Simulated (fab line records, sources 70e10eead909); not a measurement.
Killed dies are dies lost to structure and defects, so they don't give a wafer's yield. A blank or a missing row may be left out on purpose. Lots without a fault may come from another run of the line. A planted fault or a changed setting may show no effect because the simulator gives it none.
fab line records | flow nand_harc
record lots=6 wafers=18 last_day=32
route steps=1302 shown A_CHANNEL_HOLE_D2@607 A_CHANNEL_FILL_D2@610 END@1302
lots that met no fault: from a run of the same line without faults
start_h: hours from the record's first day to the start of the lot's first wafer shown | wait_h: hours since the lot's step before | " the same as in the row above | L1.1+2: a row that stands for several wafers | - no value, or no start given | * or withheld: withheld | < > ~ a bound
route shown NAME@n: a module of which the file shows steps, and the number in the route of the first | usual: mean/standard deviation of fault-free wafers | same: alike in all rows | chamber/n: place in a boat | sites: the reading at each site | _std_site: their standard deviation | _edge_site: outer sites' mean less inner sites' | radius_mm: how far each site lies from the wafer's centre | mask NAME#n: copy n | behind: the tool/chamber that last shaped the wafer | hold: why the lot was held/for how many hours/how that ended | device: the transistor (n, p or np) that didn't switch | end of line: the same wafers' tests at the end of the route | a step without rows: its recipe alone | killed: dies lost to structure and defects at the first sort, not the wafer's yield | map: a wafer's dies, x killed, . not, _ none there
set.NAME: the setting as run; set.NAME@STEP: as run at that earlier step | model.NAME: the simulator's own value behind a step, which no gauge read
lots at some steps of the route; a table a step, a row a wafer
services: from which hour (start_h, from the record's first day; less than 0 if before it) a tool's chamber was out of use, for how many hours, and why
## steps
# step NHARC_A_CHANNEL_HOLE_D2_CD_MEAS_31
# usual cd_nm=89.9/1.1
# columns lot.wafer tool chamber start_h wait_h cd_nm
L778.1 cd_sem-03 - 324.90 - 89.7
L778.2 " - " " 89.3
L778.3 " - " " 89.5
L780.2 cd_sem-01 - 349.29 - 88.7
L780.3 " - " " 89.7
L780.5 " - " " 88.8
L782.1 cd_sem-01 - 371.39 - 89.0
L782.5 " - " " 89.6
L782.6 " - " " 89.9
L791.2 cd_sem-03 - 459.55 - 91.3
L791.3 " - " " 90.7
L791.5 " - " " 91.2
L795.2 cd_sem-03 - 497.19 - 90.4
L795.3 " - " " 90.4
L795.6 " - " " 89.9
L796.1 cd_sem-01 - 512.87 - 90.6
L796.3 " - " " 91.1
L796.6 " - " " 91.4
# step NHARC_A_CHANNEL_HOLE_D2_XSEM_32
# recipe landing_energy_ev=35000
# usual bot_cd_nm=74.3/1.1 bow_nm=8.58/0.29 tilt_deg=0.06/0.033
# columns lot.wafer tool chamber start_h wait_h bot_cd_nm bow_nm tilt_deg
L778.1 xsem-02 0 324.99 0.1 73.2 8.72 0.00
L778.2 " 0 " " 73.0 8.79 0.01
L778.3 " 0 " " 73.5 8.73 0.00
L780.2 xsem-01 0 349.38 0.1 72.6 8.81 0.08
L780.3 " 0 " " 73.8 8.75 0.08
L780.5 " 0 " " 74.1 8.79 0.08
L782.1 xsem-02 0 371.48 0.1 74.3 8.53 0.07
L782.5 " 0 " " 73.7 8.56 0.07
L782.6 " 0 " " 74.8 8.56 0.07
L791.2 xsem-01 0 459.64 0.1 75.0 8.18 0.10
L791.3 " 0 " " 74.5 8.11 0.10
L791.5 " 0 " " 75.4 8.17 0.10
L795.2 xsem-01 0 497.28 0.1 76.3 8.77 0.04
L795.3 " 0 " " 75.5 8.76 0.03
L795.6 " 0 " " 75.0 8.80 0.03
L796.1 xsem-02 0 512.96 0.1 75.3 8.70 0.11
L796.3 " 0 " " 75.7 8.59 0.11
L796.6 " 0 " " 75.5 8.61 0.11
# step NHARC_A_CHANNEL_HOLE_D2_INSPECT_40
# usual raw_defect_count=303/95
# columns lot.wafer tool chamber start_h wait_h raw_defect_count
L778.1 defect_inspect-02 - 325.09 - 337
L778.2 " - " " 565
L778.3 " - " " 522
L780.2 defect_inspect-01 - 349.47 - 344
L780.3 " - " " 523
L780.5 " - " " 346
L782.1 defect_inspect-01 - 371.58 - 283
L782.5 " - " " 327
L782.6 " - " " 614
L791.2 defect_inspect-02 - 459.73 - 225
L791.3 " - " " 225
L791.5 " - " " 270
L795.2 defect_inspect-01 - 497.38 - 234
L795.3 " - " " 259
L795.6 " - " " 281
L796.1 defect_inspect-01 - 513.06 - 218
L796.3 " - " " 217
L796.6 " - " " 179
# step NHARC_A_CHANNEL_FILL_D2_PRECLEAN_00
# recipe time_s=* temp_c=50 bath_age_min=0 chemistry=SC1
# step NHARC_A_CHANNEL_FILL_D2_SRD_01
# step NHARC_A_CHANNEL_FILL_D2_ALD_02
# recipe target_thk_a=60 pulse_time_s=10 ald_cycles=60 temp_c=300 material=SiO2
# step NHARC_A_CHANNEL_FILL_D2_ALD_03
# recipe target_thk_a=60 pulse_time_s=60 ald_cycles=58 temp_c=630 pressure_torr=2 material=SiNx
# usual precursor_pulse_height_rel=1.002/0.02
# same pulse_time_s=60
# columns lot.wafer tool chamber start_h wait_h precursor_pulse_height_rel
L778.1 ald_sin_batch-02 0 - - 0.983
L778.2 " 0 " " 1.039
L778.3 " 0 " " 0.949
L780.2 ald_sin_batch-01 0 - - 1.008
L780.3 " 0 " " 0.971
L780.5 " 0 " " 0.954
L782.1 ald_sin_batch-03 0 - - 1.014
L782.5 " 0 " " 1.028
L782.6 " 0 " " 0.973
L791.2 ald_sin_batch-01 0 - - 1.049
L791.3 " 0 " " 0.993
L791.5 " 0 " " 0.981
L795.2 ald_sin_batch-02 0 - - 1.016
L795.3 " 0 " " 0.990
L795.6 " 0 " " 0.988
L796.1 ald_sin_batch-03 0 - - 0.990
L796.3 " 0 " " 1.019
L796.6 " 0 " " 1.014
# step NHARC_A_CHANNEL_FILL_D2_ALD_14
# recipe target_thk_a=25 pulse_time_s=10 ald_cycles=25 temp_c=300 material=SiO2
# step NHARC_A_CHANNEL_FILL_D2_ALD_15
# recipe target_thk_a=20 pulse_time_s=60 ald_cycles=19 temp_c=630 pressure_torr=2 material=SiNx
# usual precursor_pulse_height_rel=1.000/0.021
# same pulse_time_s=60
# columns lot.wafer tool chamber start_h wait_h precursor_pulse_height_rel
L778.1 ald_sin_batch-01 0 - - 1.000
L778.2 " 0 " " 0.981
L778.3 " 0 " " 0.978
L780.2 ald_sin_batch-01 0 - - 0.971
L780.3 " 0 " " 1.015
L780.5 " 0 " " 1.000
L782.1 ald_sin_batch-02 0 - - 0.963
L782.5 " 0 " " 1.015
L782.6 " 0 " " 1.028
L791.2 ald_sin_batch-02 0 - - 0.980
L791.3 " 0 " " 0.993
L791.5 " 0 " " 1.058
L795.2 ald_sin_batch-02 0 - - 0.997
L795.3 " 0 " " 0.976
L795.6 " 0 " " 1.027
L796.1 ald_sin_batch-03 0 - - 0.985
L796.3 " 0 " " 1.020
L796.6 " 0 " " 1.013
# step NHARC_A_CHANNEL_FILL_D2_ALD_16
# recipe target_thk_a=15 pulse_time_s=10 ald_cycles=15 temp_c=300 material=SiO2
# usual heater_power_w=475/59 precursor_pulse_height_rel=0.999/0.019
# same pulse_time_s=10
# columns lot.wafer tool chamber start_h wait_h heater_power_w precursor_pulse_height_rel
L778.3 ald_hk-03 0 337.51 0.0 545 1.034
L778.1 " 1 " " 438 1.005
L778.2 " 3 " " 445 0.979
L780.2 ald_hk-03 2 360.93 0.1 506 0.994
L780.3 " 0 " " 563 0.981
L780.5 " 1 " " 449 1.004
L782.1 ald_hk-04 1 384.72 0.8 429 0.982
L782.5 " 3 " " 518 1.018
L782.6 " 0 " " 539 0.966
L791.3 ald_hk-04 0 472.19 0.1 520 1.014
L791.2 " 2 " " 367 1.052
L791.5 " 1 " " 443 0.990
L795.2 ald_hk-03 2 509.21 0.1 507 0.991
L795.3 " 0 " " 623 1.020
L795.6 " 1 " " 464 0.986
L796.3 ald_hk-03 2 525.46 0.1 490 1.004
L796.1 " 0 " " 617 0.990
L796.6 " 2 " " 503 1.005
# step NHARC_A_CHANNEL_FILL_D2_ANNEAL_17
# recipe temp_c=850 time_s=1800
# step NHARC_A_CHANNEL_FILL_D2_CVD_18
# recipe target_thk_a=30 temp_c=550 material=poly-Si
# step NHARC_A_CHANNEL_FILL_D2_ETCHBACK_19
# recipe target_depth_a=50 time_s=1.7 hbr_flow_sccm=150 cl2_flow_sccm=50 rf_w=400 icp_w=400 bias_w=100 chemistry=HBr/Cl2
# usual chamber_pressure_mTorr=15.000/0.013 drypump_motor_current_A=5.4/0.47 oes_product_au=1.002/0.0073 throttle_valve_pct=26.406/0.0098
# columns lot.wafer tool chamber start_h wait_h chamber_pressure_mTorr drypump_motor_current_A oes_product_au rf_hours_counter_h throttle_valve_pct
L778.1 rie_si-01 1 349.28 0.4 15.024 5.8 1.005 1.06 26.404
L778.3 " 2 " " 15.018 5.1 1.010 1.15 26.408
L778.2 " 3 " " 14.987 5.2 1.021 1.17 26.408
L780.3 rie_si-06 2 372.72 0.4 15.027 6.5 1.004 0.62 26.412
L780.2 " 0 " " 15.000 5.2 1.105 0.61 26.401
L780.5 " 2 " " 14.997 6.5 1.006 - 26.393
L782.1 rie_si-06 0 396.87 0.4 15.001 5.1 1.110 0.66 26.416
L782.5 " 1 " " 15.001 5.4 1.007 - 26.407
L782.6 " 2 " " 15.002 6.5 0.995 - 26.405
L791.3 rie_si-01 1 484.23 0.4 15.010 5.9 0.999 0.70 26.401
L791.2 " 2 " " 15.021 5.1 0.998 0.66 26.398
L791.5 " 3 " " 14.980 5.1 0.999 - 26.386
L795.2 rie_si-05 0 521.08 0.4 15.005 5.0 1.015 0.17 26.404
L795.3 " 1 " " 15.013 5.3 0.986 0.22 26.420
L795.6 " 0 " " 15.011 5.0 1.000 - 26.401
L796.3 rie_si-06 0 537.42 0.4 15.015 5.2 0.989 0.49 26.395
L796.1 " 3 " " 14.992 5.5 1.004 0.77 26.402
L796.6 " 0 " " 14.971 5.2 1.001 - 26.391
# step NHARC_A_CHANNEL_FILL_D2_ETCHBACK_20
# recipe target_depth_a=270 time_s=13.5 c4f8_flow_sccm=withheld o2_flow_sccm=8 ar_flow_sccm=withheld rf_w=600 bias_w=1500 chemistry=C4F8/O2/Ar
# usual chamber_pressure_mTorr=25.000/0.025 oes_product_au=0.982/0.025 rf_vpp_V=980/5.4
# columns lot.wafer tool chamber start_h wait_h chamber_pressure_mTorr oes_product_au rf_hours_counter_h rf_vpp_V
L778.1 rie_diel-07 3 349.46 - 24.969 1.006 8.1 978
L778.2 " 0 " " 24.989 0.997 7.3 972
L778.3 " 1 " " 25.014 1.005 7.5 975
L780.3 rie_diel-06 2 372.85 - 25.024 0.978 1.4 971
L780.2 " 3 " " 25.006 0.976 1.4 979
L780.5 " 3 " " 24.991 0.975 - 979
L782.1 rie_diel-13 2 396.95 - 24.979 1.014 1.5 976
L782.5 " 2 " " 25.012 1.002 - 974
L782.6 " 1 " " 24.977 1.005 - 986
L791.2 rie_diel-07 3 484.34 - 24.993 1.002 0.3 976
L791.3 " 0 " " 25.022 0.995 0.3 971
L791.5 " 3 " " 24.977 0.995 - 977
L795.2 rie_diel-06 0 521.19 - 25.029 0.925 0.9 985
L795.3 " 1 " " 24.960 0.929 1.1 979
L795.6 " 0 " " 25.003 0.926 - 985
L796.3 rie_diel-06 2 537.54 - 24.992 1.011 1.5 970
L796.1 " 1 " " 25.010 1.005 1.4 978
L796.6 " 3 " " 24.997 1.005 - 979
# step NHARC_END_SORT_01
# recipe temp_c=25
# usual killed_at_array=56/20 killed_at_other=1/1.3 killed_at_periphery=3.5/2.7 killed_dies=60/20 killed_open=3.3/1.6 killed_short=2.4/1.5
# same gross_dies=677
# columns lot.wafer tool chamber start_h wait_h killed_at_array killed_at_other killed_at_periphery killed_dies killed_open killed_short
L778.1 prober-01 0 580.13 2.5 49 1 4 54 4 0
L778.2 prober-01 0 580.94 2.8 42 0 1 43 0 3
L778.3 prober-01 0 581.76 3.1 52 0 1 53 2 3
L780.2 prober-02 0 611.27 2.8 53 0 2 55 0 3
L780.3 prober-02 0 612.07 3.1 31 0 1 32 1 1
L780.5 prober-02 0 613.66 3.7 27 0 1 28 1 2
L782.1 prober-02 0 625.17 2.4 57 1 7 65 6 5
L782.5 prober-02 0 628.39 3.7 66 3 6 75 7 3
L782.6 prober-02 0 629.19 4.0 38 3 4 45 1 4
L791.3 prober-02 0 723.55 3.1 97 0 2 99 6 1
L795.2 prober-02 0 749.41 2.8 40 0 7 47 2 1
L795.3 prober-02 0 750.20 3.1 31 0 8 39 4 2
L795.6 prober-02 0 752.56 3.9 29 1 4 34 2 0
L796.1 prober-02 0 771.30 2.5 34 3 1 38 2 2
L796.3 prober-02 0 772.89 3.1 33 1 3 37 1 1
L796.6 prober-02 0 775.28 4.0 52 7 2 61 5 6
# killed by level:class
L778.1 A_CHANNEL_HOLE_D1:chamber_film_flake=38 A_CHANNEL_HOLE_D2:chamber_film_flake=3 A_CONTACT:chamber_film_flake=2 P_CONTACT:geometric_particle:open=1 A_ONON_D1:geometric_particle:open=1 A_CHANNEL_HOLE_D2:geometric_particle:open=1 A_WL_FILL:geometric_particle:open=1 P_STI:chamber_film_flake=1
L778.2 A_CHANNEL_HOLE_D1:chamber_film_flake=24 A_CHANNEL_HOLE_D2:chamber_film_flake=7 A_ONON_D1:geometric_particle:short=2 A_DECK1_JOINT:chamber_film_flake=2 A_STAIRCASE:chamber_film_flake=2 A_WL_FILL:geometric_particle:short=1 P_GATE:chamber_film_flake=1 A_ZERO_WELL:chamber_film_flake=1
L778.3 A_CHANNEL_HOLE_D1:chamber_film_flake=40 A_CHANNEL_HOLE_D2:chamber_film_flake=5 A_WL_FILL:geometric_particle:short=3 A_CHANNEL_FILL_D2:geometric_particle:open=2 A_CONTACT:chamber_film_flake=2 P_CONTACT:chamber_film_flake=1
L780.2 A_CHANNEL_HOLE_D2:chamber_film_flake=25 A_CHANNEL_HOLE_D1:chamber_film_flake=20 A_DECK1_JOINT:chamber_film_flake=2 A_CHANNEL_HOLE_D1:geometric_particle:short=1 A_CHANNEL_FILL_D1:geometric_particle:short=1 A_M0:geometric_particle:short=1 P_GATE:chamber_film_flake=1 P_M0:chamber_film_flake=1
L780.3 A_CHANNEL_HOLE_D1:chamber_film_flake=14 A_CHANNEL_HOLE_D2:chamber_film_flake=10 A_CHANNEL_FILL_D1:chamber_film_flake=3 A_CONTACT:chamber_film_flake=2 P_CONTACT:geometric_particle:open=1 A_ONON_D1:geometric_particle:short=1 A_STAIRCASE:chamber_film_flake=1
L780.5 A_CHANNEL_HOLE_D2:chamber_film_flake=9 A_CHANNEL_HOLE_D1:chamber_film_flake=9 A_CHANNEL_FILL_D1:chamber_film_flake=3 A_CONTACT:chamber_film_flake=2 P_GATE:geometric_particle:open=1 A_CHANNEL_FILL_D1:geometric_particle:short=1 A_CHANNEL_HOLE_D2:geometric_particle:short=1 A_STAIRCASE:chamber_film_flake=1
L782.1 A_CHANNEL_HOLE_D1:chamber_film_flake=19 A_CHANNEL_HOLE_D2:chamber_film_flake=11 A_CONTACT:chamber_film_flake=9 A_WL_FILL:chamber_film_flake=7 P_STI:chamber_film_flake=3 A_ONON_D2:geometric_particle:short=2 A_BLC:geometric_particle:open=2 P_CONTACT:geometric_particle:open=1
L782.5 A_CHANNEL_HOLE_D1:chamber_film_flake=36 A_CHANNEL_HOLE_D2:chamber_film_flake=13 A_CONTACT:chamber_film_flake=6 THIN_TSV:chamber_film_flake=3 P_GATE:geometric_particle:open=2 P_CONTACT:chamber_film_flake=2 A_M1:chamber_film_flake=2 A_SOURCE_PLATE:geometric_particle:short=1
L782.6 A_CHANNEL_HOLE_D1:chamber_film_flake=17 A_CHANNEL_HOLE_D2:chamber_film_flake=8 A_CONTACT:chamber_film_flake=6 THIN_TSV:chamber_film_flake=3 A_WL_FILL:chamber_film_flake=2 P_STI:geometric_particle:short=1 P_CONTACT:geometric_particle:open=1 A_SOURCE_PLATE:geometric_particle:short=1
L791.3 A_SLIT:chamber_film_flake=38 A_CHANNEL_HOLE_D2:chamber_film_flake=23 A_CHANNEL_HOLE_D1:chamber_film_flake=19 A_CONTACT:chamber_film_flake=7 A_STAIRCASE:chamber_film_flake=3 P_M0:geometric_particle:open=1 A_ONON_D1:geometric_particle:short=1 A_DECK1_JOINT:geometric_particle:open=1
L795.2 A_CHANNEL_HOLE_D1:chamber_film_flake=13 A_STAIRCASE:chamber_film_flake=7 A_CONTACT:chamber_film_flake=6 A_SLIT:chamber_film_flake=5 P_CONTACT:chamber_film_flake=5 A_SGD_CUT:chamber_film_flake=3 A_CHANNEL_FILL_D2:chamber_film_flake=2 P_M0:geometric_particle:open=1
L795.3 A_CHANNEL_HOLE_D1:chamber_film_flake=16 A_CONTACT:chamber_film_flake=7 P_CONTACT:chamber_film_flake=3 P_M0:geometric_particle:open=2 P_STI:chamber_film_flake=2 P_M0:geometric_particle:short=1 A_ONON_D2:geometric_particle:short=1 A_CHANNEL_FILL_D2:geometric_particle:open=1
L795.6 A_CHANNEL_HOLE_D1:chamber_film_flake=18 P_CONTACT:chamber_film_flake=4 A_CONTACT:chamber_film_flake=4 A_STAIRCASE:chamber_film_flake=3 A_WL_FILL:geometric_particle:open=1 A_M1:geometric_particle:open=1 A_CHANNEL_FILL_D1:chamber_film_flake=1 A_WL_FILL:chamber_film_flake=1
L796.1 A_CHANNEL_HOLE_D1:chamber_film_flake=13 A_SLIT:chamber_film_flake=11 A_CONTACT:chamber_film_flake=4 THIN_TSV:chamber_film_flake=3 A_CHANNEL_HOLE_D2:chamber_film_flake=2 A_SOURCE_PLATE:geometric_particle:short=1 A_CHANNEL_FILL_D2:geometric_particle:open=1 A_CONTACT:geometric_particle:open=1
L796.3 A_CHANNEL_HOLE_D1:chamber_film_flake=13 A_CONTACT:chamber_film_flake=10 A_SLIT:chamber_film_flake=6 P_STI:chamber_film_flake=2 A_DECK1_JOINT:chamber_film_flake=2 A_CHANNEL_FILL_D1:geometric_particle:short=1 P_ZERO_WELL:chamber_film_flake=1 STARTING-WAFER:geometric_particle:open=1
L796.6 A_CHANNEL_HOLE_D1:chamber_film_flake=19 A_SLIT:chamber_film_flake=12 A_CONTACT:chamber_film_flake=9 THIN_TSV:chamber_film_flake=5 A_DECK1_JOINT:chamber_film_flake=3 A_CHANNEL_HOLE_D2:geometric_particle:short=2 A_WL_FILL:geometric_particle:short=2 STARTING-WAFER:geometric_particle:open=2
## services
# columns tool chamber start_h hours kind
rie_si-05 - 305.00 9.0 pm
rie_diel-06 - 307.21 9.0 pm
rie_diel-07 2 307.44 6.2 repair
rie_diel-13 - 342.00 9.0 pm
ald_hk-04 - 366.28 2.0 repair
rie_diel-07 2 367.46 9.0 repair
rie_si-01 - 370.00 9.0 pm
xsem-01 - 374.00 14.0 pm
rie_diel-13 0 388.47 21.6 repair
ald_hk-03 - 394.74 10.0 pm
rie_si-05 1 401.48 8.4 repair
rie_diel-06 3 402.09 3.4 repair
ald_sin_batch-01 - 404.89 12.8 repair
rie_si-06 - 426.00 9.0 pm
ald_hk-04 - 432.14 10.0 pm
ald_sin_batch-02 - 439.54 3.1 repair
rie_si-06 0 446.38 29.2 repair
rie_si-01 1 447.44 1.4 repair
rie_diel-07 0 453.01 7.4 repair
rie_si-06 1 453.93 2.1 repair
rie_diel-07 - 471.29 9.0 pm
rie_diel-06 - 484.21 9.0 pm
rie_si-06 3 488.97 5.1 repair
ald_sin_batch-01 - 506.00 26.0 pm
## key
first_sign step=NHARC_A_CHANNEL_FILL_D2_ETCHBACK_19 reading=oes_product_au direction=up sigmas=14 usual=1.002 struck=1.108
effect none on later readings
met_at NHARC_A_CHANNEL_FILL_D2_ETCHBACK_19
struck_wafers L780.2,L782.1
tester_left_out L780,L782
fault kind=process_parameter_drift tool=rie_si-06 chamber=0 onset_h=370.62 steps=NHARC_A_CHANNEL_FILL_D2_ETCHBACK_19 channel=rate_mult offset=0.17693 shape=step end_h=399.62
# tester_left_out: of these lots the tester's yield and bins aren't shown, on N5 and GAA mostly nor the transistor test; their killed dies are dies lost to structure and defects alone, not to doping, threshold or leakage, so they don't give the yield
